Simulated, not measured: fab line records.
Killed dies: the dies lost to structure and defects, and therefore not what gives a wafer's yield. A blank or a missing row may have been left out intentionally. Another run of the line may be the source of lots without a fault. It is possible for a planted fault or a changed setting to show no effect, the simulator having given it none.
Which of the tools did it? + flow nand harc + 13 lots, 39 wafers sampled, at 6 steps of a route of 1159

== WHAT THE GAUGES READ, wafer by wafer ==
NHARC_P_ZERO_WELL_CD_MEAS_37: target cd 720 nm.
| lot  | measured    | on        | cd nm (nm)        |
|------|-------------|-----------|-------------------|
| L987 | day 1 16:14 | cd sem-02 | 719.4 718.9 720.5 |
| L988 | day 1 22:13 | cd sem-03 | 717.7 717.3 719.7 |
| L989 | day 2 04:14 | cd sem-02 | 721.2 720.2 721.1 |
| L994 | day 3 12:21 | cd sem-03 | - - -             |
| L100 | day 4 22:28 | cd sem-03 | 718.4 718.4 718.6 |
| L102 | day 5 10:15 | cd sem-03 | 720.4 719.6 720.0 |
| L103 | day 5 16:05 | cd sem-03 | 718.0 718.4 717.4 |
| L104 | day 5 22:11 | cd sem-03 | 721.5 720.8 720.2 |
| L105 | day 6 04:07 | cd sem-03 | 719.4 718.8 719.9 |
| L106 | day 6 10:16 | cd sem-03 | 719.3 720.0 718.1 |
| L107 | day 6 15:58 | cd sem-03 | 720.6 720.7 721.3 |
| L108 | day 6 22:16 | cd sem-03 | 720.1 720.3 719.6 |
| L110 | day 7 10:17 | cd sem-02 | 719.6 718.4 717.2 |

NHARC_P_STI_CD_MEAS_09: target cd 200 nm.
| lot  | measured    | on        | cd nm (nm)        |
|------|-------------|-----------|-------------------|
| L987 | day 2 08:19 | cd sem-03 | 199.3 200.8 197.8 |
| L988 | day 2 20:56 | cd sem-03 | 200.9 200.0 200.3 |
| L989 | day 2 20:47 | cd sem-01 | 203.3 203.1 203.5 |
| L100 | day 5 17:12 | cd sem-02 | 200.0 200.2 199.6 |
| L102 | day 6 05:03 | cd sem-03 | 201.5 201.7 200.7 |
| L103 | day 6 12:28 | cd sem-01 | 198.2 201.1 198.5 |
| L104 | day 6 16:50 | cd sem-03 | 200.6 201.6 198.6 |
| L105 | day 7 00:43 | cd sem-03 | 198.2 200.2 201.3 |
| L106 | day 7 07:03 | cd sem-02 | 199.7 201.6 201.6 |
| L107 | day 7 12:32 | cd sem-02 | 199.2 197.8 198.6 |
| L108 | day 7 18:56 | cd sem-03 | 201.9 203.1 201.5 |
| L110 | day 8 07:21 | cd sem-02 | 197.0 197.8 199.0 |

NHARC_P_STI_CD_MEAS_16.
| lot  | measured    | on        | cd nm (nm)        |
|------|-------------|-----------|-------------------|
| L987 | day 2 09:01 | cd sem-01 | 198.6 200.2 197.7 |
| L988 | day 2 21:38 | cd sem-02 | 201.6 200.0 201.0 |
| L989 | day 2 21:29 | cd sem-01 | 203.8 203.0 203.6 |
| L100 | day 5 17:54 | cd sem-01 | 199.0 199.1 198.9 |
| L102 | day 6 05:44 | cd sem-01 | 201.6 202.2 199.9 |
| L103 | day 6 13:10 | cd sem-01 | 197.3 199.4 197.5 |
| L104 | day 6 17:34 | cd sem-03 | 201.2 202.8 198.3 |
| L105 | day 7 01:25 | cd sem-02 | 198.8 200.2 201.6 |
| L106 | day 7 07:44 | cd sem-02 | 199.4 199.9 199.5 |
| L107 | day 7 13:14 | cd sem-03 | 198.3 198.2 198.3 |
| L108 | day 7 19:38 | cd sem-03 | 203.4 202.3 201.8 |
| L110 | day 8 08:04 | cd sem-01 | 197.5 197.2 199.7 |

NHARC_END_SORT_01.
| lot  | measured     | on        | killed at array | killed at other | killed at periphery | killed dies | killed open | killed short |
|------|--------------|-----------|-----------------|-----------------|---------------------|-------------|-------------|--------------|
| L994 | day 25 11:08 | prober-02 | 18 12 16        | 4 1 3           | 655 664 658         | 677 677 677 | 6 2 5       | 1 1 4        |

== WHAT TOOL EACH LOT RAN ON (gives the tool, then ch and the chambers of the sampled wafers, and finally the start) ==
| lot  | NHARC_P_ZERO_WELL_EXPOSE_34      | NHARC_P_ZERO_WELL_RTA_42        |
|------|----------------------------------|---------------------------------|
| L987 | krf scanner-02 ch 0, day 1 16:04 | rtp anneal-02 ch 0, day 1 19:00 |
| L988 | krf scanner-03 ch 0, day 1 22:04 | rtp anneal-01 ch 0, day 2 01:14 |
| L989 | krf scanner-01 ch 0, day 2 04:04 | rtp anneal-01 ch 0, day 2 07:05 |
| L994 | krf scanner-02 ch 0, day 3 12:11 | rtp anneal-02 ch 0, day 3 15:11 |
| L100 | krf scanner-01 ch 0, day 4 22:19 | rtp anneal-02 ch 0, day 5 01:32 |
| L102 | krf scanner-01 ch 0, day 5 10:06 | rtp anneal-02 ch 0, day 5 13:12 |
| L103 | krf scanner-01 ch 0, day 5 15:55 | rtp anneal-02 ch 0, day 5 18:55 |
| L104 | krf scanner-01 ch 0, day 5 22:02 | rtp anneal-01 ch 0, day 6 00:59 |
| L105 | krf scanner-02 ch 0, day 6 03:57 | rtp anneal-02 ch 0, day 6 07:02 |
| L106 | krf scanner-01 ch 0, day 6 10:07 | rtp anneal-01 ch 0, day 6 13:04 |
| L107 | krf scanner-02 ch 0, day 6 15:49 | rtp anneal-02 ch 0, day 6 18:50 |
| L108 | krf scanner-01 ch 0, day 6 22:06 | rtp anneal-02 ch 0, day 7 01:03 |
| L110 | krf scanner-03 ch 0, day 7 10:08 | rtp anneal-02 ch 0, day 7 13:09 |
- NHARC_P_ZERO_WELL_EXPOSE_34: exposes mask P PWELL, target cd 720 nm.
- NHARC_P_ZERO_WELL_RTA_42: time 300 s.

== AS READ BY THE TOOLS THEMSELVES (means over the sampled wafers that have a number; for cases with no such wafer, the mark the record gives instead) ==
NHARC_P_ZERO_WELL_RTA_42.
| lot  | tool          | lamp power pct (%) | lamp_zone_3_pct (%) | wafer_temp_C_max |
|------|---------------|--------------------|---------------------|------------------|
| L987 | rtp anneal-02 | 31.7               | 31.7                | 1108.8           |
| L988 | rtp anneal-01 | 34.7               | 34.7                | 1105.0           |
| L989 | rtp anneal-01 | 34.7               | 34.7                | 1104.2           |
| L994 | rtp anneal-02 | 31.6               | 31.6                | 1108.5           |
| L100 | rtp anneal-02 | 31.7               | 31.7                | 1108.2           |
| L102 | rtp anneal-02 | 31.7               | 31.7                | 1108.9           |
| L103 | rtp anneal-02 | 31.8               | 31.7                | 1105.5           |
| L104 | rtp anneal-01 | 34.7               | 34.6                | 1105.1           |
| L105 | rtp anneal-02 | 31.8               | 31.7                | 1107.0           |
| L106 | rtp anneal-01 | 34.7               | 34.7                | 1104.9           |
| L107 | rtp anneal-02 | 31.7               | 31.7                | 1106.9           |
| L108 | rtp anneal-02 | 31.7               | 31.8                | 1108.2           |
| L110 | rtp anneal-02 | 31.7               | 31.7                | 1107.0           |

== THE ANSWER, worked out from the rows above alone ==
Rule: the lots themselves supply what counts as usual. Put in order of their means at a reading, lots are off if they are a third of the lots or fewer, leave a main group of 4 or more, and stand apart from it by a gap of 3 or more times the standard deviation of the main group's means; of several such gaps the widest counts. The tables above print the reading to a certain number of digits; a main group whose means all agree to those digits is not used. A lot without any number at a reading at which 4 lots or more have one is off too. Any other lot the step has rows for is counted as sound. Order of review: gauges by route order, followed by the tools' own readings, for which a lot's mean as printed above is used. The first step at which some lot is off is used, and at that step the reading that is off furthest; a lot without a number counts as furthest.
Off: L994 (NHARC_P_ZERO_WELL_CD_MEAS_37, cd nm). Without a number there: L994. For the main group the mean is 719.5 nm and the standard deviation 1.
A tool fits if, at a process step before that reading, it ran every lot that is off, and no sound lot after the first of them. The gauges at NHARC_P_ZERO_WELL_CD_MEAS_37 are tried like those tools. Of those tried, none fits.

== WHAT HAD BEEN PUT IN BY THE SIMULATOR ==
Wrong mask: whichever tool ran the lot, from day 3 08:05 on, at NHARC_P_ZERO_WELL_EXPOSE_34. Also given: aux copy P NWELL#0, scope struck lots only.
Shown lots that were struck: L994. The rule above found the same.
